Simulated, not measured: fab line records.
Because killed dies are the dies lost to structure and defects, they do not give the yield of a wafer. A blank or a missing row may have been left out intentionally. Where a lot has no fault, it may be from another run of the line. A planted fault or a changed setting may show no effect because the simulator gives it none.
Chamber matching ; flow nand harc ; NHARC_A_BLC_CMP_25 on cmp-01: 4 sister chambers
The step polishes, t overpolish 30 s, target thk 150 nm. 4 wafers are shown with their chamber, then 10 later ones without.

WAFERS, EACH WITH ITS CHAMBER
wafer;chamber;motor current A (A)
L084.1;0;11.0
L088.6;3;11.5
L087.1;2;12.1
L087.5;1;11.8

WAFERS WITH NO CHAMBER GIVEN
wafer;motor current A (A)
L087.6;12.4
L090.2;11.4
L090.3;11.2
L090.4;12.7
L093.2;11.6
L093.4;10.8
L093.5;12.0
L096.1;12.0
L096.2;11.0
L096.5;12.7

WHICH CHAMBER EACH WENT THROUGH
wafer;from the rows above;in truth
L087.6;can't be placed: 2 or 1 or 3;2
L090.2;can't be placed: 3 or 0 or 1 or 2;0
L090.3;can't be placed: 0 or 3 or 1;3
L090.4;can't be placed: 2 or 1 or 3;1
L093.2;can't be placed: 3 or 1 or 2 or 0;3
L093.4;can't be placed: 0 or 3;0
L093.5;can't be placed: 2 or 1 or 3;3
L096.1;can't be placed: 2 or 1 or 3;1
L096.2;can't be placed: 0 or 3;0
L096.5;can't be placed: 2 or 1 or 3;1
Placed correctly: 0 of 10. Cannot be placed on the basis of these rows: 10; the candidates contain the true chamber in 10. 0 placed wrongly.
How it was worked out, from the rows above alone: a wafer's distance from a chamber is the root of the sum, over the readings, of the square of ((its reading less the chamber's mean) divided by the reading's scatter). If the next closest chamber is less than 2 further off than the closest, the wafer can't be placed; otherwise it belongs to the closest. For every chamber, the mean is computed from those of its wafers that are shown. The scatter (one wafer shown for each chamber): square how far every hidden wafer sits from the nearest shown wafer, average those squares and take the square root.
